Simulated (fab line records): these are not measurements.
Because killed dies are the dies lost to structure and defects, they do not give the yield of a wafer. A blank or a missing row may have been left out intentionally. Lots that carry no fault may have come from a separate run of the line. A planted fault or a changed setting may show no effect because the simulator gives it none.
fab line records	flow nand-harc
record: lots: 5	wafers: 15	last-day: 33
route steps=1302 shown A_M0@1148 END@1302
lots untouched by any fault: they come from a run of this same line in which no faults occurred
start-h: hours from the record's first day to the start of the lot's first wafer shown	wait-h: how many hours have passed since the lot's step before this one	" same as the row above	L1.1+2: one row covering several wafers at once	- either no value or no given start	* or withheld: withheld	< > ~ a bound
route shown NAME@n: names a module that has steps shown in the file, with the first one's number in the route	usual: mean and standard deviation over wafers with no fault	same: alike in all rows	chamber/n: place in a boat	sites: each site's reading	_std_site: standard deviation of those values	_edge_site: mean of outer sites minus mean of inner sites	radius-mm: for every site, how far away it sits from the centre of the wafer	mask NAME#n: copy n	behind: the tool/chamber that last shaped the wafer	hold: cause of the lot's hold/its duration in hours/its outcome	device: names the non-switching transistor (n, p or np)	end of line: tests run on the same wafers once the route is complete	step lacking rows: just its recipe	killed: the dies lost at the first sort to structure and to defects; this is not the yield of the wafer	map: shows each die of a wafer: x if killed, . if not, _ if none is there
set.NAME: the setting as run; set.NAME@STEP: as run at that earlier step	model.NAME: the simulator's own value behind a step, which no gauge read
lots at some steps of the route; a table a step, a row a wafer
services: when a tool's chamber went out of use (start-h, in hours from the record's first day, below 0 if earlier), for how many hours, and the reason
== steps ==
step: NHARC_A_M0_OVL_MEAS_10
recipe: pitch-nm: 160
usual: overlay-x-nm: 0.0/0.76	overlay-y-nm: -0.2/0.85
lot.wafer	tool	chamber	start-h	wait-h	overlay-x-nm	overlay-y-nm
L557.2	overlay-02	-	533.16	-	0.7	-0.8
L557.3	"	-	"	"	0.4	-1.2
L557.5	"	-	"	"	0.1	-1.0
L568.4	overlay-01	-	636.16	-	0.0	0.7
L568.5	"	-	"	"	-0.5	0.9
L568.6	"	-	"	"	0.0	0.6
L563.1	overlay-02	-	650.66	-	0.6	-1.1
L563.5	"	-	"	"	1.0	-1.2
L563.6	"	-	"	"	0.7	-1.2
L578.3	overlay-01	-	730.34	-	-0.1	1.3
L578.4	"	-	"	"	0.0	0.9
L578.6	"	-	"	"	-0.2	1.5
L579.1	overlay-02	-	734.75	-	0.4	0.4
L579.2	"	-	"	"	0.0	0.2
L579.4	"	-	"	"	0.3	0.7
step: NHARC_A_M0_INSPECT_11
usual: raw-defect-count: 75/39
lot.wafer	tool	chamber	start-h	wait-h	raw-defect-count
L557.2	defect-inspect-01	-	533.19	0.0	106
L557.3	"	-	"	"	100
L557.5	"	-	"	"	117
L568.4	defect-inspect-01	-	636.19	0.0	139
L568.5	"	-	"	"	116
L568.6	"	-	"	"	112
L563.1	defect-inspect-02	-	650.70	0.0	86
L563.5	"	-	"	"	86
L563.6	"	-	"	"	81
L578.3	defect-inspect-01	-	730.37	0.0	15
L578.4	"	-	"	"	25
L578.6	"	-	"	"	15
L579.1	defect-inspect-01	-	734.79	0.0	18
L579.2	"	-	"	"	23
L579.4	"	-	"	"	20
step: NHARC_A_M0_DESCUM_14
recipe: time-s: 3	o2-flow-sccm: 200	ar-flow-sccm: 0	bias-power-w: 0	chemistry: O2
usual: drypump-motor-current-A: 5.6/0.31	oes-product-au: 1.002/0.014	rf-vpp-V: 57.8/0.86	showerhead-plenum-p-Torr: 1.92/0.073	throttle-valve-pct: 11.311/0.0086
lot.wafer	tool	chamber	start-h	wait-h	drypump-motor-current-A	oes-product-au	rf-hours-counter-h	rf-vpp-V	showerhead-plenum-p-Torr	throttle-valve-pct
L557.2	rie-diel-01	0	533.25	0.1	5.2	1.000	7	55.7	1.88	11.309
L557.3	"	2	"	"	5.8	1.027	7	56.9	1.92	11.304
L557.5	"	0	"	"	5.2	1.007	-	58.1	1.88	11.315
L568.4	rie-diel-04	3	636.26	0.1	5.8	1.003	4	59.2	1.97	11.309
L568.6	"	2	"	"	5.4	1.005	-	56.8	1.87	11.303
L568.5	"	3	"	"	5.8	0.993	-	58.0	1.97	11.318
L563.1	rie-diel-04	1	650.76	0.1	5.7	1.016	6	59.8	1.98	11.320
L563.6	"	1	"	"	5.7	1.012	-	57.2	1.98	11.319
L563.5	"	2	"	"	5.5	1.007	-	57.3	1.87	11.310
L578.3	rie-diel-11	2	730.44	0.1	5.9	0.997	6	57.2	1.90	11.296
L578.4	"	3	"	"	5.3	1.004	6	59.4	2.02	11.310
L578.6	"	2	"	"	5.9	1.003	-	57.7	1.90	11.321
L579.1	rie-diel-04	1	734.85	0.1	5.7	0.997	1	57.2	1.98	11.311
L579.4	"	2	"	"	5.4	1.017	1	57.8	1.87	11.322
L579.2	"	3	"	"	5.8	0.995	1	57.5	1.97	11.315
step: NHARC_A_M0_ETCH_34
recipe: target-depth-a: 400	overetch-a: 120	time-s: 43.94	ion-energy-ev: 200	n2-flow-sccm: 150	h2-flow-sccm: 150	ar-flow-sccm: 0	rf-w: 400	bias-w: 150	chemistry: N2/H2
step: NHARC_A_M0_ETCH_15
recipe: target-depth-a: 1500	overetch-a: 150	time-s: 82.5	c4f8-flow-sccm: withheld	ar-flow-sccm: 400	rf-w: 600	bias-w: 300	chemistry: C4F8/Ar
step: NHARC_A_M0_CD_MEAS_16
usual: cd-nm: 80.0/1
lot.wafer	tool	chamber	start-h	wait-h	cd-nm
L557.2	cd-sem-02	-	533.61	-	79.2
L557.3	"	-	"	"	80.5
L557.5	"	-	"	"	78.4
L568.4	cd-sem-03	-	636.56	-	80.1
L568.5	"	-	"	"	80.9
L568.6	"	-	"	"	80.6
L563.1	cd-sem-03	-	651.11	-	79.8
L563.5	"	-	"	"	77.6
L563.6	"	-	"	"	78.1
L578.3	cd-sem-02	-	730.74	-	81.0
L578.4	"	-	"	"	78.4
L578.6	"	-	"	"	80.4
L579.1	cd-sem-03	-	735.15	-	80.9
L579.2	"	-	"	"	81.0
L579.4	"	-	"	"	78.7
step: NHARC_A_M0_STRIP_18
recipe: power-w: 1000	n2-flow-sccm: 150	h2-flow-sccm: 150	ar-flow-sccm: 0	bias-w: 0	chemistry: N2/H2
step: NHARC_A_M0_STRIP_19
recipe: time-s: 600	temp-c: 30	chemistry: post-etch-residue-remover
step: NHARC_A_M0_DEGAS_28
recipe: temp-c: 250	time-s: 60
usual: heater-power-w: 336/48
lot.wafer	tool	chamber	start-h	wait-h	heater-power-w
L557.2	pvd-sputter-02	-	534.29	-	317
L557.3	"	-	"	"	453
L557.5	"	-	"	"	333
L568.4	pvd-sputter-01	-	637.19	-	373
L568.5	"	-	"	"	311
L568.6	"	-	"	"	344
L563.1	pvd-sputter-03	-	651.74	-	355
L563.5	"	-	"	"	366
L563.6	"	-	"	"	266
L578.4	pvd-sputter-01	-	731.36	-	314
L578.3	"	-	"	"	323
L578.6	"	-	"	"	374
L579.2	pvd-sputter-02	-	735.77	-	310
L579.1	"	-	"	"	310
L579.4	"	-	"	"	438
step: NHARC_A_M0_PRE_CLEAN_29
recipe: time-s: 30	temp-c: 280	gas: H2/He
usual: heater-power-w: 416/57
lot.wafer	tool	chamber	start-h	wait-h	heater-power-w
L557.3	pvd-sputter-02	-	-	-	394
L557.2	"	-	"	"	407
L557.5	"	-	"	"	404
L568.4	pvd-sputter-01	-	-	-	459
L568.5	"	-	"	"	409
L568.6	"	-	"	"	472
L563.1	pvd-sputter-03	-	-	-	327
L563.6	"	-	"	"	395
L563.5	"	-	"	"	452
L578.4	pvd-sputter-01	-	-	-	408
L578.3	"	-	"	"	461
L578.6	"	-	"	"	460
L579.2	pvd-sputter-02	-	-	-	366
L579.1	"	-	"	"	396
L579.4	"	-	"	"	378
step: NHARC_A_M0_PVD_20
recipe: target-thk-a: 50	bias-v: 168.6	power-w: 15000	chamber-pressure-pa: 0.12	time-s: 8.06	substrate-temp-c: 50	material: TaN
step: NHARC_A_M0_PVD_21
recipe: target-thk-a: 300	chamber-pressure-pa: 5	power-w: 5000	substrate-temp-c: 30	time-s: 20.49	material: Cu
usual: throttle-valve-pct: 30.3/1.5
lot.wafer	tool	chamber	start-h	wait-h	throttle-valve-pct
L557.3	pvd-sputter-02	-	-	-	27.8
L557.2	"	-	"	"	31.6
L557.5	"	-	"	"	27.9
L568.4	pvd-sputter-01	-	-	-	29.4
L568.6	"	-	"	"	30.9
L568.5	"	-	"	"	29.6
L563.1	pvd-sputter-03	-	-	-	30.8
L563.5	"	-	"	"	29.7
L563.6	"	-	"	"	30.8
L578.3	pvd-sputter-01	-	-	-	29.3
L578.4	"	-	"	"	31.0
L578.6	"	-	"	"	30.3
L579.2	pvd-sputter-02	-	-	-	28.8
L579.4	"	-	"	"	31.8
L579.1	"	-	"	"	28.8
step: NHARC_A_M0_ECD_22
recipe: target-thk-a: 4000	bath-temp-c: 25	material: Cu
lot.wafer	tool	chamber	start-h	wait-h
L557.2+3+5	ecd-cu-01	0,0,1	534.63	-
L568.4+5+6	ecd-cu-02	1,0,1	637.79	-
L563.1+5+6	ecd-cu-01	0,0,1	652.08	-
L578.4+3+6	ecd-cu-02	0,1,0	731.81	-
L579.2+1+4	ecd-cu-02	0,1,1	736.13	-
step: NHARC_A_M0_ANNEAL_30
recipe: temp-c: 225	time-s: 90
usual: anneal-temp-c: 225.01/0.17	wafer_temp_C_max: 225.75/0.22
lot.wafer	tool	chamber	start-h	wait-h	anneal-temp-c	wafer_temp_C_max
L557.2	rtp-anneal-02	0	535.06	0.4	225.08	225.57
L557.3	"	0	"	"	225.05	225.44
L557.5	"	0	"	"	225.13	225.78
L568.4	rtp-anneal-02	0	638.20	-	224.92	225.51
L568.5	"	0	"	"	225.12	225.88
L568.6	"	0	"	"	225.00	225.66
L563.1	rtp-anneal-02	0	652.46	0.3	225.10	225.82
L563.5	"	0	"	"	225.09	225.60
L563.6	"	0	"	"	225.11	225.74
L578.3	rtp-anneal-02	0	732.19	-	224.85	225.83
L578.4	"	0	"	"	224.91	225.77
L578.6	"	0	"	"	224.73	225.85
L579.1	rtp-anneal-02	0	736.51	0.3	224.69	226.12
L579.2	"	0	"	"	224.84	225.94
L579.4	"	0	"	"	225.02	225.52
step: NHARC_A_M0_CMP_23
recipe: t-overpolish-s: 20	target-thk-nm: 113.75
usual: motor-current-A: 12.3/1.1	time-to-endpoint-s: 28.6/2.8
same: t-overpolish-s: 20
lot.wafer	tool	chamber	start-h	wait-h	motor-current-A	time-to-endpoint-s
L557.2	cmp-03	0	535.38	-	12.5	23.6
L557.3	"	1	"	"	11.2	28.4
L557.5	"	0	"	"	12.8	21.9
L568.4	cmp-01	0	638.42	-	13.5	28.3
L568.5	"	3	"	"	12.7	26.5
L568.6	"	0	"	"	13.0	11.9
L563.1	cmp-03	0	652.89	-	12.2	24.5
L563.5	"	1	"	"	11.2	27.7
L563.6	"	2	"	"	11.2	30.0
L578.3	cmp-01	3	732.43	-	12.1	25.5
L578.4	"	1	"	"	14.1	31.7
L578.6	"	0	"	"	12.6	27.9
L579.4	cmp-01	1	736.85	-	13.7	31.6
L579.2	"	2	"	"	13.1	32.4
L579.1	"	0	"	"	13.7	29.7
step: NHARC_A_M0_THK_MEAS_24
recipe: thk-meas-gauge: xrf
usual: thk-nm: 113.9/1.6
lot.wafer	tool	chamber	start-h	wait-h	thk-nm
L557.2	film-metro-01	-	535.67	-	113.1
L557.3	"	-	"	"	113.5
L557.5	"	-	"	"	112.8
L568.4	film-metro-02	-	638.70	-	114.7
L568.5	"	-	"	"	115.8
L568.6	"	-	"	"	111.2
L563.1	film-metro-02	-	653.12	-	110.2
L563.5	"	-	"	"	114.4
L563.6	"	-	"	"	114.2
L578.3	film-metro-02	-	732.74	-	112.2
L578.4	"	-	"	"	115.9
L578.6	"	-	"	"	113.0
L579.1	film-metro-01	-	737.17	-	115.1
L579.2	"	-	"	"	112.9
L579.4	"	-	"	"	116.5
step: NHARC_END_SORT_01
recipe: temp-c: 25
usual: defect-limited-yield: 92.7/2.6	killed-at-array: 45/18	killed-at-other: 0.9/1.3	killed-at-periphery: 3.7/2.2	killed-dies: 50/18	killed-open: 3.2/1.9	killed-short: 2.4/1.6	sort_bin_2_pct: 2.5/1.1	sort_bin_3_pct: 0.6/0.36	sort_bin_4_pct: 4.3/1.5	sort-n-pass: 627/18	sort-rim-yield-pct: 92/4.3	sort-yield-pct: 92.7/2.6
same: gross-dies: 677	sort_bin_5_pct[%]: 0	sort_bin_6_pct[%]: 0	sort_bin_7_pct[%]: 0	sort_bin_8_pct[%]: 0	sort-rim-n-gross: 106.00
lot.wafer	tool	chamber	start-h	wait-h	defect-limited-yield[%]	killed-at-array	killed-at-other	killed-at-periphery	killed-dies	killed-open	killed-short	sort_bin_2_pct[%]	sort_bin_3_pct[%]	sort_bin_4_pct[%]	sort-n-pass	sort-rim-yield-pct[%]	sort-yield-pct[%]
L557.2	prober-02	0	573.44	2.8	89.2	68	1	4	73	1	1	3.8	0.3	6.6	604	91	89.2
L557.3	prober-02	0	574.25	3.1	92.2	46	0	7	53	5	3	2.7	0.1	5.0	624	87	92.2
L557.5	prober-02	0	575.86	3.7	90.7	59	0	4	63	2	1	3.4	1.0	4.9	614	83	90.7
L568.4	prober-02	0	678.88	3.3	87.9	77	0	5	82	4	2	4.3	1.6	6.2	595	85	87.9
L568.5	prober-02	0	679.67	3.6	89.5	66	0	5	71	2	5	4.1	0.7	5.6	606	92	89.5
L568.6	prober-02	0	680.45	3.9	89.5	66	0	5	71	1	5	3.7	0.7	6.1	606	87	89.5
L563.1	prober-02	0	692.75	2.5	89.4	66	1	5	72	1	0	3.2	0.9	6.5	605	96	89.4
L563.5	prober-02	0	695.96	3.7	92.5	44	1	6	51	4	0	2.4	0.6	4.6	626	92	92.5
L563.6	prober-02	0	696.76	4.0	90.7	56	1	6	63	3	2	3.4	0.7	5.2	614	93	90.7
L579.1	prober-01	0	777.97	2.5	96.3	19	0	6	25	4	3	0.9	0.3	2.5	652	97	96.3
L579.2	prober-01	0	778.76	2.8	95.9	23	0	5	28	3	5	1.5	0.6	2.1	649	98	95.9
L579.4	prober-01	0	780.36	3.4	97.2	15	0	4	19	2	3	1.5	0	1.3	658	96	97.2
L578.3	prober-02	0	783.26	3.1	96.9	16	2	3	21	5	2	0.6	0.6	1.9	656	93	96.9
L578.4	prober-02	0	784.05	3.4	95.0	28	3	3	34	2	3	1.3	0.1	3.5	643	100	95.0
L578.6	prober-02	0	785.63	4.0	96.8	18	0	4	22	4	3	1.0	0	2.2	655	99	96.8
killed by level:class
L557.2 A_CHANNEL_HOLE_D1:chamber-film-flake=35 A_SLIT:chamber-film-flake=12 A_CHANNEL_HOLE_D2:chamber-film-flake=7 A_CONTACT:chamber-film-flake=6 P_GATE:chamber-film-flake=4 A_CHANNEL_FILL_D1:chamber-film-flake=3 A_CONTACT:unspecified=2 A_ONON_D2:geometric-particle:short=1
L557.3 A_CHANNEL_HOLE_D1:chamber-film-flake=14 A_CHANNEL_HOLE_D2:chamber-film-flake=10 A_SLIT:chamber-film-flake=9 P_GATE:chamber-film-flake=5 A_CONTACT:chamber-film-flake=3 A_DECK1_JOINT:geometric-particle:open=2 A_CHANNEL_FILL_D1:chamber-film-flake=2 P_GATE:geometric-particle:short=1
L557.5 A_SLIT:chamber-film-flake=25 A_CHANNEL_HOLE_D1:chamber-film-flake=19 A_CHANNEL_HOLE_D2:chamber-film-flake=6 P_GATE:chamber-film-flake=4 A_CONTACT:chamber-film-flake=3 A_CHANNEL_HOLE_D1:geometric-particle:open=1 A_CHANNEL_FILL_D2:geometric-particle:short=1 A_M0:geometric-particle:open=1
L568.4 A_CHANNEL_HOLE_D1:chamber-film-flake=37 A_SLIT:chamber-film-flake=17 A_CONTACT:chamber-film-flake=7 A_CHANNEL_FILL_D2:chamber-film-flake=4 A_STAIRCASE:chamber-film-flake=4 P_GATE:chamber-film-flake=3 A_DECK1_JOINT:chamber-film-flake=2 P_CONTACT:geometric-particle:short=1
L568.5 A_CHANNEL_HOLE_D1:chamber-film-flake=40 A_SLIT:chamber-film-flake=11 A_STAIRCASE:chamber-film-flake=5 P_GATE:chamber-film-flake=3 A_CONTACT:chamber-film-flake=3 P_CONTACT:geometric-particle:open=2 A_ONON_D1:geometric-particle:short=2 A_SGD_CUT:geometric-particle:short=1
L568.6 A_SLIT:chamber-film-flake=36 A_CHANNEL_HOLE_D1:chamber-film-flake=15 A_CONTACT:chamber-film-flake=4 P_GATE:chamber-film-flake=3 A_WL_FILL:geometric-particle:short=2 A_M0:area-ecd=2 A_ONON_D1:geometric-particle:short=1 A_DECK1_JOINT:geometric-particle:short=1
L563.1 A_CHANNEL_HOLE_D1:chamber-film-flake=35 A_CHANNEL_HOLE_D2:chamber-film-flake=18 A_BLC:chamber-film-flake=5 P_M2:chamber-film-flake=3 A_STAIRCASE:chamber-film-flake=3 A_BLC:geometric-particle:open=1 P_STI:chamber-film-flake=1 P_M0:chamber-film-flake=1
L563.5 A_CHANNEL_HOLE_D1:chamber-film-flake=19 A_CHANNEL_HOLE_D2:chamber-film-flake=11 A_STAIRCASE:chamber-film-flake=5 P_M2:chamber-film-flake=4 A_WL_FILL:chamber-film-flake=2 A_CONTACT:chamber-film-flake=2 P_CONTACT:geometric-particle:open=1 A_ONON_D1:geometric-particle:open=1
L563.6 A_CHANNEL_HOLE_D1:chamber-film-flake=33 A_CHANNEL_HOLE_D2:chamber-film-flake=9 P_M2:chamber-film-flake=4 A_CONTACT:chamber-film-flake=4 A_ONON_D2:geometric-particle:short=2 A_BLC:chamber-film-flake=2 A_CHANNEL_FILL_D1:geometric-particle:open=1 A_WL_FILL:geometric-particle:open=1
L579.1 A_CONTACT:chamber-film-flake=7 A_SLIT:chamber-film-flake=4 P_ZERO_WELL:chamber-film-flake=3 P_CONTACT:geometric-particle:open=1 P_M0:geometric-particle:open=1 P_M0:geometric-particle:short=1 A_CHANNEL_FILL_D1:geometric-particle:short=1 A_ONON_D2:geometric-particle:open=1
L579.2 A_SLIT:chamber-film-flake=10 A_CONTACT:chamber-film-flake=6 P_CONTACT:geometric-particle:short=2 A_WL_FILL:geometric-particle:short=2 P_CONTACT:geometric-particle:open=1 P_M0:geometric-particle:open=1 A_CHANNEL_FILL_D1:geometric-particle:short=1 A_SGD_CUT:geometric-particle:open=1
L579.4 A_SLIT:chamber-film-flake=5 A_CONTACT:chamber-film-flake=3 A_DECK1_JOINT:chamber-film-flake=2 P_STI:geometric-particle:short=1 P_CONTACT:geometric-particle:short=1 A_CHANNEL_FILL_D1:geometric-particle:short=1 A_CHANNEL_FILL_D2:geometric-particle:open=1 A_SGD_CUT:geometric-particle:open=1
L578.3 A_CONTACT:chamber-film-flake=4 A_SLIT:chamber-film-flake=3 P_GATE:chamber-film-flake=2 THIN_TSV:chamber-film-flake=2 P_CONTACT:geometric-particle:open=1 A_SOURCE_PLATE:geometric-particle:open=1 A_DECK1_JOINT:geometric-particle:short=1 A_ONON_D2:geometric-particle:short=1
L578.4 A_SLIT:chamber-film-flake=11 A_CONTACT:chamber-film-flake=10 A_CHANNEL_HOLE_D2:chamber-film-flake=2 THIN_TSV:chamber-film-flake=2 P_CONTACT:geometric-particle:short=1 A_CHANNEL_FILL_D1:geometric-particle:open=1 A_DECK1_JOINT:geometric-particle:short=1 A_M1:geometric-particle:open=1
L578.6 A_SLIT:chamber-film-flake=9 P_ZERO_WELL:chamber-film-flake=3 A_CONTACT:chamber-film-flake=2 P_M1:geometric-particle:open=1 A_ONON_D1:geometric-particle:short=1 A_DECK1_JOINT:geometric-particle:short=1 A_ONON_D2:geometric-particle:open=1 A_CHANNEL_FILL_D2:geometric-particle:short=1
== services ==
tool	chamber	start-h	hours	kind
pvd-sputter-03	-	520.73	2.2	repair
pvd-sputter-03	-	526.00	10.0	pm
rie-diel-04	-	531.90	9.0	pm
cmp-01	-	537.94	1.0	repair
pvd-sputter-02	-	558.27	5.3	repair
pvd-sputter-01	-	561.65	1.5	repair
cmp-01	-	577.60	4.0	pm
pvd-sputter-01	-	582.00	10.0	pm
ecd-cu-02	-	596.21	8.0	pm
pvd-sputter-02	-	596.48	1.2	repair
pvd-sputter-01	-	622.57	2.0	repair
pvd-sputter-03	-	637.30	2.8	repair
pvd-sputter-02	-	639.59	10.0	pm
rie-diel-04	3	640.41	11.6	repair
pvd-sputter-03	-	642.05	1.0	repair
ecd-cu-02	-	644.67	2.8	repair
ecd-cu-02	-	659.40	1.3	repair
cmp-01	-	675.60	4.0	pm
rie-diel-04	3	679.78	4.5	repair
pvd-sputter-01	-	685.11	3.2	repair
cmp-01	-	693.64	2.1	repair
cmp-01	-	700.54	2.5	repair
pvd-sputter-03	-	704.00	10.0	pm
pvd-sputter-01	-	721.07	3.1	repair
== key ==
first-sign: step: NHARC_A_M0_CMP_23	reading: time-to-endpoint-s	direction: down	sigmas: 6	usual: *	struck: *
effect none on later readings
met-at NHARC_A_M0_ECD_22
struck-wafers L568.6
fault: kind: process-parameter-drift	tool: ecd-cu-02	chamber: -	onset-h: 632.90	steps: NHARC_A_M0_ECD_22	channel: target-thk-a	offset: *	shape: step	end-h: 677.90	scope: struck-wafers-only	acts-in: *	stated: *
